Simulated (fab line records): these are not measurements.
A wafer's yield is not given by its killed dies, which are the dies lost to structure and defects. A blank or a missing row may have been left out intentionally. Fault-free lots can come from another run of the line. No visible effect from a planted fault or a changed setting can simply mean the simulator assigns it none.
Struck lot and sound lot, side by side || flow n5_finfet || 15 out of 1938 route steps
Sound: the wafers L908.1, L908.2, L908.5. Struck: wafer L915.6 (L915.2, L915.3, from the same lot, were not struck and are left out); the cause is given at the end.
Order at every step that has rows: each side's tool, ch and its chambers, its first start. Under that, the readings that differ: sound wafers || struck wafers || difference of the means || sigmas: that difference in standard deviations of wafers without a fault.
alike: readings with means less than 2 such deviations apart, plus words and numbers identical on both sides. not compared: withheld readings, readings lacking a value on some wafer, bounds such as >300 that could conceal the same value, and numbers that have no deviation in the record and whose values overlap.
A row with sigmas, a row that says differs or no value, or rows on one side alone: a step with any of these is where the two part. Non-overlapping numbers with no deviation appear without sigmas and do not part them. A reading missing from all wafers of one side parts the sides only when that side holds two or more wafers.

N5_BEOL_M6_OVL_MEAS_29:
  sound on overlay-02 ch 0, day 10 04:26; struck on overlay-01 ch 0, day 12 06:11
  alike: V5_OVL
N5_BEOL_M6_INSPECT_30: inspects for defects (brightfield).
  struck on defect_inspect-01, day 12 06:14; sound on defect_inspect-02, day 10 04:29
{"reading": "raw_defect_count", "sound": "278 356 269", "struck": 602, "difference": "+301", "sigmas": "+3"}
N5_BEOL_M6_DESCUM_33: chemistry O2, time 7 s.
  sound on rie_diel-01 ch 0,1, day 10 05:08; struck on rie_diel-03 ch 0, day 12 06:16
{"reading": "oes_product_au (a.u.)", "sound": "0.87 0.91 0.88", "struck": 0.73, "difference": -0.16, "sigmas": -3}
  alike: drypump_motor_current_A, rf_vpp_V, showerhead_plenum_p_Torr, throttle_valve_pct
  not compared: rf_hours_counter_h
N5_BEOL_M6_ETCH_72: etches underlayer in N2/H2, target depth 6.5 nm, time 5.2 s.
  sound on rie_diel-01 ch 0,1, day 10 05:10; struck on rie_diel-03 ch 0, day 12 06:18
{"reading": "oes_product_au (a.u.)", "sound": "0.75 0.76 0.74", "struck": 0.62, "difference": -0.13, "sigmas": -2}
  alike: drypump_motor_current_A, etch_rf_on_time_s, rf_vpp_V, showerhead_plenum_p_Torr, throttle_valve_pct
  not compared: rf_hours_counter_h
then, 1 step without rows for these wafers: N5_BEOL_M6_ETCH_65 (etches SiARC in CF4, target depth 15.6 nm, time 26 s).
N5_BEOL_M6_ETCH_66: etches SOC in N2/H2, target depth 80 nm, overetch 16 nm, time 120 s.
  sound on rie_diel-01 ch 0,1, day 10 05:13; struck on rie_diel-03 ch 0, day 12 06:21
{"reading": "oes_product_au (a.u.)", "sound": "0.67 0.68 0.66", "struck": 0.58, "difference": -0.09, "sigmas": -2}
  alike: drypump_motor_current_A, rf_vpp_V, showerhead_plenum_p_Torr, throttle_valve_pct
  not compared: rf_hours_counter_h
then, 2 steps without rows for these wafers: N5_BEOL_M6_STRIP_69 (strips in N2/H2); N5_BEOL_M6_STRIP_73 (strips in N2/H2).
N5_BEOL_M6_VIA_ETCH_34: etches SiCOH lowk in C4F6/O2, target depth 126.3 nm, time 50.9 s.
  sound on rie_diel-01 ch 0,1, day 10 05:19; struck on rie_diel-03 ch 0, day 12 06:27
{"reading": "oes_product_au (a.u.)", "sound": "0.87 0.90 0.88", "struck": 0.73, "difference": -0.15, "sigmas": -3}
  alike: drypump_motor_current_A, rf_vpp_V, showerhead_plenum_p_Torr, throttle_valve_pct
  not compared: rf_hours_counter_h
then, 3 steps without rows for these wafers: N5_BEOL_M6_STRIP_76 (strips in C4F6/O2); N5_BEOL_M6_STRIP_36 (strips in N2/H2); N5_BEOL_M6_TRENCH_ETCH_37 (etches SiCOH lowk in C4F6/O2, target depth 94.435 nm, time 31.5 s).
N5_BEOL_M6_ETCH_41: etches SiCN in CH3F/O2, target depth 29.7 nm, time 52 s.
  sound on rie_diel-01 ch 0,1, day 10 05:26; struck on rie_diel-03 ch 0, day 12 06:34
{"reading": "model.etch.depth_nm (nm)", "sound": "20.15 20.12 20.4", "struck": 27.87, "difference": "+7.65", "sigmas": ""}
  alike: drypump_motor_current_A, oes_product_au, rf_vpp_V, showerhead_plenum_p_Torr, throttle_valve_pct
  not compared: rf_hours_counter_h
N5_BEOL_M6_STRIP_80: strips in N2/H2, time 10 s.
  sound on rie_diel-01 ch 0,1; struck on rie_diel-03 ch 0
{"reading": "oes_product_au (a.u.)", "sound": "0.89 0.91 0.88", "struck": 0.73, "difference": -0.16, "sigmas": -3}
  alike: drypump_motor_current_A, rf_vpp_V, showerhead_plenum_p_Torr, throttle_valve_pct
  not compared: rf_hours_counter_h
following that, these wafers have no rows for 1 step: N5_PASSIVATION_PROBE_49.

== WHERE THEY PART ==
Earliest at N5_BEOL_M6_INSPECT_30; latest, in this record, at N5_BEOL_M6_STRIP_80.

WHY: the cause the simulator had injected
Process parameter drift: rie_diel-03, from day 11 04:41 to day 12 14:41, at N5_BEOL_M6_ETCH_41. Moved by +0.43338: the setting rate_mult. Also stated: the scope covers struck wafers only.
